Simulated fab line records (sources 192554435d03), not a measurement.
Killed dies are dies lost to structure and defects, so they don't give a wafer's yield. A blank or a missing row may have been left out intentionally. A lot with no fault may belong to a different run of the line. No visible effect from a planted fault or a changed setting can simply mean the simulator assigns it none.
Comparing a struck lot with a sound one -- flow n5_finfet -- 15 steps out of a route of 1938
Sound: the wafers L781.1, L781.2, L781.6. Struck: wafer L793.2. (L793.3, L793.4 of the same lot were not struck and are left out.) The cause comes at the end.
At each step with rows: each side's tool, then ch and its chambers, then its first start. Under that, the readings that differ: sound wafers -- struck wafers -- difference of the means -- sigmas: that difference in standard deviations of wafers without a fault.
alike: readings with means less than 2 such deviations apart, plus words and numbers identical on both sides. not compared: withheld readings, readings lacking a value on some wafer, bounds such as >300 that could conceal the same value, and numbers that have no deviation in the record and whose values overlap.
Wherever a step has rows on one side only, a row that says differs or no value, or a row with sigmas, the two part there. Numbers that have no deviation but don't overlap get no sigmas and don't part them. A reading missing from all wafers of one side parts the sides only when that side holds two or more wafers.

first, 3 steps without rows for these wafers: N5_BEOL_M5_SRD_40 (time 30 s); N5_BEOL_M5_PRECLEAN_42 (cleans in residue remover, time 60 s); N5_BEOL_M5_SRD_43 (time 30 s).
N5_BEOL_M5_CD_MEAS_35: target cd 28 nm, target cd y 24 nm.
  sound on cd_sem-02 at day 8 13:09; struck on cd_sem-03 at day 11 19:31
  alike: cd_nm
N5_BEOL_M5_CURE_80: cures SiCOH lowk, time 120 s.
  sound on uv_cure-02 ch 0, day 8 13:11; struck on uv_cure-01 ch 1, day 11 19:37
  alike: lamp_power_pct, wafer_temp_C_max
N5_BEOL_M5_DEGAS_44: time 60 s.
  sound on pvd_sputter-01 at day 8 13:34; struck on pvd_sputter-03 at day 11 19:53
  alike: heater_power_w
then, 2 steps without rows for these wafers: N5_BEOL_M5_PRE_CLEAN_45 (time 30 s); N5_BEOL_M5_ALD_86 (deposits TaN, pulse time 2 s, purge time 3 s, co reactant purge time 2 s).
N5_BEOL_M5_SURFACE_TREAT_87:
  sound on pvd_sputter-03 at day 8 13:56; struck on pvd_sputter-03 at day 11 20:13
  not compared: throttle_valve_pct
then, 1 step without rows for these wafers: N5_BEOL_M5_CVD_47 (deposits Co from CCTBA/H2, target thk 3 nm, time 216 s).
N5_BEOL_M5_SPUTTER_48: material Cu, target thk 15 nm, time 27.62 s.
  sound on pvd_sputter-03 at day 8 14:16; struck on pvd_sputter-02 at day 11 20:26
  alike: chamber_pressure_pa, throttle_valve_pct
N5_BEOL_M5_ANNEAL_49: time 1800 s.
  sound on pvd_sputter-03 at day 8 14:20; struck on pvd_sputter-02 at day 11 20:31
  alike: heater_power_w
N5_BEOL_M5_SPUTTER_81: material Cu, target thk 15 nm, time 27.62 s.
  sound on pvd_sputter-03 at day 8 15:20; struck on pvd_sputter-02 at day 11 21:31
reading,sound,struck,difference,sigmas
chamber_pressure_pa (Pa),0.07013 0.07007 0.06998,0.07295,+0.00289,+24
  alike: throttle_valve_pct
then, 1 step without rows for these wafers: N5_BEOL_M5_ANNEAL_82 (time 1800 s).
N5_PASSIVATION_PROBE_49:
  the record has rows for the sound wafers here (prober-02, day 12 21:20) and none for the struck ones

WHERE THEY PART
First at N5_BEOL_M5_SPUTTER_81; last, within this record, at N5_PASSIVATION_PROBE_49.

WHY: what had been put in by the simulator
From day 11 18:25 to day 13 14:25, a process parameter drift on pvd_sputter-02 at N5_BEOL_M5_SPUTTER_81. The setting chamber_pressure_pa was moved by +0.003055, starting from 0.07. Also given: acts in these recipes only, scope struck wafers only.
